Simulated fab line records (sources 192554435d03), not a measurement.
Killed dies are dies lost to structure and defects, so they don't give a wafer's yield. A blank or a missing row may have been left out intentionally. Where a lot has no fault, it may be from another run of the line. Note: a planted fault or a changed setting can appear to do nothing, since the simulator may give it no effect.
Struck lot and sound lot, side by side / flow n5Finfet / 31 steps out of a route of 1938
Sound: wafers L408.1, L408.3, L408.5. Wafers struck: L413.2, L413.6. The cause is given at the end.
Each step with rows lists, per side, the tool, then ch with its chambers, then its first start. Under that, the readings that differ: sound wafers / struck wafers / difference of the means / sigmas: that difference in standard deviations of wafers without a fault.
alike: a reading whose means differ by less than 2 such deviations, as well as words and numbers matching on both sides. not compared: withheld readings; readings where some wafer has no value; bounds like >300 that might hide an equal value; numbers whose values overlap and for which the record gives no deviation.
The two part at a step that has a row with sigmas, a row that says differs or no value, or rows on one side only. Non-overlapping numbers with no deviation appear without sigmas and do not part them. A reading that every wafer of one side lacks parts them only if that side has two wafers or more.

first, 1 step without rows for these wafers: N5_PASSIVATION_HARDBAKE_31 (time 120 s).
N5_PASSIVATION_CD_MEAS_30: the cd target is 4000 nm.
  sound on cdSem-01 ch 0, day 14 02:10; struck on cdSem-01 ch 0, day 16 06:42
  alike: cdNm
N5_PASSIVATION_OVL_MEAS_63:
  sound on overlay-01 ch 0, day 14 02:12; struck on overlay-02 ch 0, day 16 06:44
  alike: PAD_OVL
N5_PASSIVATION_INSPECT_64: inspects for defects (macro).
  struck on defectInspect-01, day 16 06:45; sound on defectInspect-02, day 14 02:13
  alike: rawDefectCount
N5_PASSIVATION_DESCUM_32: chemistry O2, time 7.9 s.
  sound on rieDiel-05 ch 0,1,2, day 14 02:16; struck on rieDiel-02 ch 2, day 16 06:47
  alike: drypumpMotorCurrentA, oesProductAu, rfVppV, showerheadPlenumPTorr, throttleValvePct
  not compared: rfHoursCounterH
N5_PASSIVATION_AL_ETCH_33: etches Al in Cl2/BCl3, stops on TaN, target depth 2800 nm, time 466.7 s.
  sound on rieMetal-02 ch 0, day 14 02:20; struck on rieMetal-03 ch 1, day 16 06:52
reading=oesProductAu (a.u.); sound=0.88 0.89 0.89; struck=0.65 0.65; difference=-0.24; sigmas=-3
  alike: drypumpMotorCurrentA, heBacksideLeakSccm, throttleValvePct
  not compared: rfHoursCounterH
then, 1 step without rows for these wafers: N5_PASSIVATION_ETCH_59 (etches TaN in Cl2/BCl3, target depth 65 nm, time 34.9 s).
N5_PASSIVATION_STRIP_34: strips in O2.
  sound on rieDiel-06 ch 1,3, day 14 02:52; struck on rieDiel-02 ch 0,2, day 16 07:23
  alike: drypumpMotorCurrentA, oesProductAu, rfVppV, showerheadPlenumPTorr, throttleValvePct
  not compared: rfHoursCounterH
then, 4 steps without rows for these wafers: N5_PASSIVATION_STRIP_51 (strips in post etch residue remover, time 1200 s); N5_PASSIVATION_CLEAN_69 (cleans in IPA, time 180 s); N5_PASSIVATION_SRD_70 (time 30 s); N5_PASSIVATION_PECVD_53 (deposits SiO2 from TEOS/O2, target thk 800 nm, time 169.4 s).
N5_PASSIVATION_PECVD_35: deposits SiNx from SiH4/NH3/N2, target thk 700 nm, time 151.3 s.
  sound on pecvd-03 ch 0,1,2, day 14 03:28; struck on pecvd-03 ch 0,2, day 16 08:00
reading=runLengthS (s); sound=195.4 195.0 194.6; struck=137.8 137.0; difference=-57.6; sigmas=-99 or more
reading=model.SiNx_of_PASSIVATION_PECVD_35.thkNm (nm); sound=696.4 688.6 706.8; struck=435.6 437; difference=-261.0; sigmas=
  alike: chamberPressureTorr, heaterPowerW, showerheadPlenumPTorr, throttleValvePct
then, 8 steps without rows for these wafers: N5_PASSIVATION_HMDS_37 (time 60 s); N5_PASSIVATION_COAT_38; N5_PASSIVATION_EBR_40; N5_PASSIVATION_SOFTBAKE_39 (time 120 s); N5_PASSIVATION_EXPOSE_41 (exposes mask PASS OPEN, defocus 0 nm, target cd 40000 nm); N5_PASSIVATION_PEB_42; N5_PASSIVATION_DEVELOP_43 (develop time 60 s); N5_PASSIVATION_HARDBAKE_45 (time 120 s).
N5_PASSIVATION_CD_MEAS_44: the cd target is 40000 nm.
  sound on cdSem-01 ch 0, day 14 04:02; struck on cdSem-02 ch 0, day 16 08:34
  alike: cdNm
N5_PASSIVATION_OVL_MEAS_66:
  sound on overlay-01 ch 0, day 14 04:04; struck on overlay-01 ch 0, day 16 08:35
reading=PASS_OPEN_OVL (nm); sound=-7 -7 -3; struck=7 0; difference=+9; sigmas=+2
N5_PASSIVATION_INSPECT_67: inspects for defects (macro).
  struck on defectInspect-02, day 16 08:37; sound on defectInspect-01, day 14 04:05
  alike: rawDefectCount
then, 1 step without rows for these wafers: N5_PASSIVATION_DESCUM_46 (chemistry O2, time 7.9 s).
N5_PASSIVATION_PASS_ETCH_47: etches SiNx in CF4/O2, target depth 770 nm, time 385 s.
  sound on rieDiel-02 ch 1,2, day 14 04:20; struck on rieDiel-02 ch 1,3, day 16 08:41
  alike: drypumpMotorCurrentA, oesProductAu, rfVppV, showerheadPlenumPTorr, throttleValvePct
  not compared: rfHoursCounterH
N5_PASSIVATION_ETCH_54: etches SiO2 in CHF3/O2, target depth 880 nm, time 440 s.
  sound on rieDiel-02 ch 1,2, day 14 04:34; struck on rieDiel-02 ch 1,3, day 16 08:55
  alike: drypumpMotorCurrentA, oesProductAu, rfVppV, showerheadPlenumPTorr, throttleValvePct
  not compared: rfHoursCounterH
then, 1 step without rows for these wafers: N5_PASSIVATION_STRIP_48 (strips in O2).
N5_PASSIVATION_STRIP_52: strips in post etch residue remover, time 1200 s.
  sound on wetBench-01 ch 1,2,7, day 14 04:55; struck on wetBench-03 ch 0,4, day 16 09:16
reading=model.SiNx_of_PASSIVATION_PECVD_35.thkNm (nm); sound=696 688.2 706.4; struck=435.2 436.6; difference=-261.0; sigmas=
then, 1 step without rows for these wafers: N5_PASSIVATION_CLEAN_71 (cleans in IPA, time 180 s).
N5_PASSIVATION_PROBE_49:
  struck on prober-01, day 16 11:45; sound on prober-01, day 14 07:21
reading=killed_at_M4_up; sound=19 7 9; struck=22 34; difference=+16; sigmas=+3
reading=killedAtOther; sound=1 2 0; struck=5 9; difference=+6; sigmas=+2
  alike: defectLimitedYield, killed_at_M0_to_M3, killedAtContacts, killedAtFrontEnd, killedDies, killedOpen, killedShort, sort_bin_5_function, sort_bin_6_memory, sortNPass, sortYieldPct

## WHERE THEY PART
Last at N5_PASSIVATION_PROBE_49 as far as this record goes, first at N5_PASSIVATION_AL_ETCH_33.

WHY: what the simulator had put in
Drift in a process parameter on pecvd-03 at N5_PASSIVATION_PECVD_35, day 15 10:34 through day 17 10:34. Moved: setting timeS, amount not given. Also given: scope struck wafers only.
